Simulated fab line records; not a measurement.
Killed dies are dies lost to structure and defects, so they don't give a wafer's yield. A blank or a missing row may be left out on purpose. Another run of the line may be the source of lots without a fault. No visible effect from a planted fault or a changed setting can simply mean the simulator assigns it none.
Split-lot trial ; flow n5Finfet ; on a route of 1938 steps: 7 lots, 39 wafers read

## ON THE SPLIT
At N5_GATE_CUT_ETCH_58 (etches SiNx in CH3F/O2, target depth 17 nm, time 128.6 s), the setting timeS was moved away from the recipe's 128.6 s on 9 of the 39 wafers read, by -18.4% to +20.5%. For the rest of the wafers, this setting stayed at what the recipe calls for.

Reading taken at the split's own step.

## THE READING
etch.depthNm (the simulator's own value, which no gauge read), in nm, at N5_GATE_CUT_ETCH_58 (etches SiNx in CH3F/O2, target depth 17 nm, time 128.6 s). No usual value for it is given in the file. Here, 30 wafers ran the recipe; their average is 16.99 nm with a standard deviation of 0.35 nm.

wafer;tool, chamber at the split;timeS as run, s;against the recipe;etch.depthNm, nm;against lot-mates on the recipe
L078.1;rieDiel-06, 3;128.6;recipe;16.57;-
L078.2;rieDiel-06, 0;128.6;recipe;17.25;-
L078.3;rieDiel-06, 1;128.6;recipe;16.94;-
L078.4;rieDiel-06, 2;128.6;recipe;16.95;-
L078.5;rieDiel-06, 2;128.6;recipe;16.87;-
L078.6;rieDiel-06, 3;128.6;recipe;16.52;-
L084.1;rieDiel-02, 1;128.6;recipe;16.68;-
L084.2;rieDiel-02, 3;128.6;recipe;17.3;-
L084.3;rieDiel-02, 0;128.6;recipe;16.67;-
L084.4;rieDiel-02, 2;128.6;recipe;17.31;-
L084.5;rieDiel-02, 3;128.6;recipe;17.26;-
L084.6;rieDiel-02, 2;128.6;recipe;17.16;-
L090.1;rieDiel-05, 1;128.6;recipe;17.09;-
L090.2;rieDiel-05, 0;128.6;recipe;17.25;-
L090.3;rieDiel-05, 2;105;-18.4%;14.16;-3.06
L090.4;rieDiel-05, 3;105;-18.4%;13.31;-3.91
L090.5;rieDiel-05, 1;105;-18.4%;13.96;-3.26
L090.6;rieDiel-05, 2;128.6;recipe;17.31;-
L092.1;rieDiel-05, 2;128.6;recipe;17.62;-
L092.2;rieDiel-05, 3;128.6;recipe;16.48;-
L092.3;rieDiel-05, 0;155;+20.5%;21.02;+3.86
L092.4;rieDiel-05, 1;155;+20.5%;20.92;+3.76
L092.5;rieDiel-05, 2;155;+20.5%;21.15;+3.99
L092.6;rieDiel-05, 1;128.6;recipe;17.39;-
L093.3;rieDiel-06, 1;128.6;recipe;17.14;-
L093.4;rieDiel-06, 0;128.6;recipe;17.2;-
L093.6;rieDiel-06, 2;128.6;recipe;17.13;-
L096.1;rieDiel-05, 1;128.6;recipe;17.01;-
L096.2;rieDiel-05, 3;128.6;recipe;16.47;-
L096.3;rieDiel-05, 2;128.6;recipe;17.43;-
L096.4;rieDiel-05, 0;128.6;recipe;17.29;-
L096.5;rieDiel-05, 3;128.6;recipe;16.39;-
L096.6;rieDiel-05, 0;128.6;recipe;17.25;-
L097.1;rieDiel-06, 2;128.6;recipe;16.76;-
L097.2;rieDiel-06, 1;136.5;+6.1%;17.75;+1.14
L097.3;rieDiel-06, 0;136.5;+6.1%;18.29;+1.68
L097.4;rieDiel-06, 3;128.6;recipe;16.25;-
L097.5;rieDiel-06, 0;136.5;+6.1%;18.25;+1.64
L097.6;rieDiel-06, 1;128.6;recipe;16.81;-

FIT RESULTS
A straight line over all 39 wafers: etch.depthNm changes by +0.186 nm for each +1% of timeS; r = +0.97; the points scatter about the line by 0.35 nm.
The same after taking each lot's own level away (the mean of its wafers on the recipe; 39 wafers): +0.189 nm for each +1%; r = +0.98; scatter 0.31 nm.
Per that fit: largest timeS move, reading shift of 3.9 nm.
The lots' own levels span 16.607 to 17.217 nm, that is 1.7 times the standard deviation above.
So the lot-to-lot level changes the slope little: the two slopes agree.
Check: with one of the wafers moved furthest among these (+20.5%) left out of the fit, the line predicts +3.93 nm for it against its lot-mates. It came out at +3.86 nm against them.

## OTHER SPLITS APPLIED TO THESE WAFERS
These wafers also went through other splits before the reading. Each is held against what the fit with the lots' levels taken away leaves over:
other split on the same wafers;wafers away from the commonest value;r with etch.depthNm (lot level and that fit taken away)
N5_FIN_SAQP_HM_DEP_72 timeS;15;-0.32
N5_FIN_SAQP_SPACER1_ALD_24 tempC;15;+0.07
N5_FIN_CUT_CUT_ETCH_26 targetDepthA;12;+0.21
N5_FIN_CUT_CUT_ETCH_15 targetDepthA;15;-0.14
N5_DUMMY_GATE_ETCH_37 sourceW;12;-0.17

## FILE'S OWN FIT
etch.depthNm changes by +0.19 nm for each +1% of timeS, r = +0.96.
